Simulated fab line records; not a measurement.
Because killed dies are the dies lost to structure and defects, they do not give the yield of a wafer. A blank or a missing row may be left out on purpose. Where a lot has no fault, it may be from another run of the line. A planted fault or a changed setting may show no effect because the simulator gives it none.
Struck lot and sound lot, side by side :: flow nand harc :: 12 steps out of a route of 1302
Sound: the wafers L523.1, L523.3, L523.6. Wafers L536.1, L536.3, L536.4 were the ones struck. The cause comes at the end.
For every step that has rows: the tool of each side, followed by ch and its chambers, followed by its first start. Under that, the readings that differ: sound wafers :: struck wafers :: difference of the means :: sigmas: that difference in standard deviations of wafers without a fault.
alike: words and numbers the same on both sides, and readings whose means are apart by under 2 such deviations; not compared: readings that were withheld, readings missing a value for some wafer, numbers with overlapping values and no deviation given by the record, and bounds like >300 which may hide the same value.
A row with sigmas, a row that says differs or no value, or rows on one side alone: a step with any of these is where the two part. When numbers do not overlap yet have no deviation, they are printed without sigmas and do not part them. A reading missing from all wafers of one side parts the sides only when that side holds two or more wafers.

NHARC_P_START_INSPECT_01:
  sound on defect inspect-02 at day 4 18:02; struck on defect inspect-01 at day 10 04:02
  alike: raw defect count
then, 9 steps without rows for these wafers: NHARC_P_ZERO_WELL_PRECLEAN_00 (cleans in SPM, time 600 s); NHARC_P_ZERO_WELL_SRD_01; NHARC_P_ZERO_WELL_PECVD_02 (deposits SiO2, target thk 10 nm); NHARC_P_ZERO_WELL_DEHYDRATE_03 (time 120 s); NHARC_P_ZERO_WELL_HMDS_04 (time 30 s); NHARC_P_ZERO_WELL_COAT_64 (time 65 s); NHARC_P_ZERO_WELL_COAT_05 (resist thk 600 nm); NHARC_P_ZERO_WELL_SOFTBAKE_06 (time 70 s); NHARC_P_ZERO_WELL_EBR_07.
NHARC_P_ZERO_WELL_EXPOSE_08: exposes mask P ZERO, target cd 500 nm.
  sound on krf scanner-04 ch 0, day 4 18:58; struck on krf scanner-02 ch 0, day 10 05:07
reading: model.P_ZERO_WELL.overlay x nm (nm)
sound: -0.09818 -0.09818 -0.09818
struck: 57.81 57.81 57.81
difference: +57.91
sigmas: 
  alike: mask, focus offset nm
then, 1 step without rows for these wafers: NHARC_P_ZERO_WELL_PEB_09 (peb time 80 s).

## WHERE THEY PART
Nowhere in this record.

WHY: what the simulator had put in
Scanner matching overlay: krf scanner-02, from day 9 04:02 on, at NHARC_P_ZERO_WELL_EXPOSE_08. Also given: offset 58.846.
